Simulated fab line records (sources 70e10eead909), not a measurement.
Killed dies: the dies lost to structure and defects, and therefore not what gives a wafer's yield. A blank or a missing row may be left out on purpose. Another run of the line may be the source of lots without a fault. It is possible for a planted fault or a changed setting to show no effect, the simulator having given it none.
A lot that was struck, set against a sound lot | flow nandHarc | 14 steps out of a route of 1302
Sound: these wafers, L972.2, L972.3, L972.6. Wafers L978.2, L978.5, L978.6 were the ones struck. The cause is named last.
Per side, at each step with rows, come the tool, then ch with its chambers, and then its first start. Under that, the readings that differ: sound wafers | struck wafers | difference of the means | sigmas: that difference in standard deviations of wafers without a fault.
alike: readings with means less than 2 such deviations apart, plus words and numbers identical on both sides. not compared: withheld readings, readings lacking a value on some wafer, bounds such as >300 that could conceal the same value, and numbers that have no deviation in the record and whose values overlap.
Wherever a step has rows on one side only, a row that says differs or no value, or a row with sigmas, the two part there. When numbers do not overlap yet have no deviation, they are printed without sigmas and do not part them. A reading that every wafer of one side lacks parts them only if that side has two wafers or more.

NHARC_A_STAIRCASE_TRIM_187: chemistry O2, time 211.2 s.
  sound on rieDiel-09 ch 0,3, day 18 03:34; struck on rieDiel-09 ch 2,3, day 21 06:11
  alike: drypumpMotorCurrentA, oesProductAu, rfVppV, showerheadPlenumPTorr, throttleValvePct
  not compared: rfHoursCounterH
then, 2 steps without rows for these wafers: NHARC_A_STAIRCASE_ETCH_188 (etches the open film in C4F8/O2, target depth 100 nm, time 40.5 s); NHARC_A_STAIRCASE_TRIM_189 (chemistry O2, time 211.2 s).
NHARC_A_STAIRCASE_ETCH_190: etches the open film in C4F8/O2, target depth 100 nm, time 40.5 s.
  sound: rieDiel-09 ch 0,2; struck: rieDiel-09 ch 0,1
  alike: oesProductAu, rfFwdPowerW, rfVppV, runLengthS
  not compared: rfHoursCounterH
then, 1 step without rows for these wafers: NHARC_A_STAIRCASE_TRIM_191 (chemistry O2, time 211.2 s).
NHARC_A_STAIRCASE_ETCH_192: etches the open film in C4F8/O2, target depth 100 nm, time 40.5 s.
  sound: rieDiel-09 ch 0,2,3; struck: rieDiel-09 ch 1,2,3
  alike: oesProductAu, rfFwdPowerW, rfVppV, runLengthS
  not compared: rfHoursCounterH
then, 1 step without rows for these wafers: NHARC_A_STAIRCASE_TRIM_193 (chemistry O2, time 211.2 s).
NHARC_A_STAIRCASE_ETCH_194: etches the open film in C4F8/O2, target depth 100 nm, time 40.5 s.
  sound: rieDiel-09 ch 0,1,2; struck: rieDiel-09 ch 0,3
  alike: oesProductAu, rfFwdPowerW, rfVppV, runLengthS
  not compared: rfHoursCounterH
then, 3 steps without rows for these wafers: NHARC_A_STAIRCASE_TRIM_196 (chemistry O2, time 211.2 s); NHARC_A_STAIRCASE_ETCH_197 (etches the open film in C4F8/O2, target depth 100 nm, time 40.5 s); NHARC_A_STAIRCASE_TRIM_198 (chemistry O2, time 211.2 s).
NHARC_A_STAIRCASE_ETCH_199: etches the open film in C4F8/O2, target depth 100 nm, time 40.5 s.
  sound on rieDiel-09 ch 2,3, day 18 05:05; struck on rieDiel-02 ch 0,1,2, day 21 07:52
reading        | sound          | struck         | difference | sigmas
runLengthS (s) | 62.5 62.1 62.1 | 63.5 62.8 63.7 | +1.1       | +2
  alike: oesProductAu, rfFwdPowerW, rfVppV
  not compared: rfHoursCounterH
NHARC_A_STAIRCASE_TRIM_200: chemistry O2, time 211.2 s.
  sound: rieDiel-09 ch 0,1; struck: rieDiel-02 ch 0,1
  alike: drypumpMotorCurrentA, oesProductAu, rfVppV, showerheadPlenumPTorr, throttleValvePct
  not compared: rfHoursCounterH
-- break in the record here, with 8 days between the starts of the struck wafers on either side (left off in module A_STAIRCASE, picked up again in module END, where the first step shown is number 1302 on the route) --
NHARC_END_SORT_01:
  sound on prober-01 ch 0, day 26 20:14; struck on prober-02 ch 0, day 29 17:35
reading       | sound | struck | difference | sigmas
killedAtOther | 6 3 4 | 0 1 1  | -4         | -3
  alike: killedAtArray, killedAtPeriphery, killedDies, killedOpen, killedShort

WHERE THEY PART
First at NHARC_A_STAIRCASE_ETCH_199; last, within this record, at NHARC_END_SORT_01.

WHY: the cause the simulator had injected
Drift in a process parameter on rieDiel-02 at NHARC_A_STAIRCASE_ETCH_199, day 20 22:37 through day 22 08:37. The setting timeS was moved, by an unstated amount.
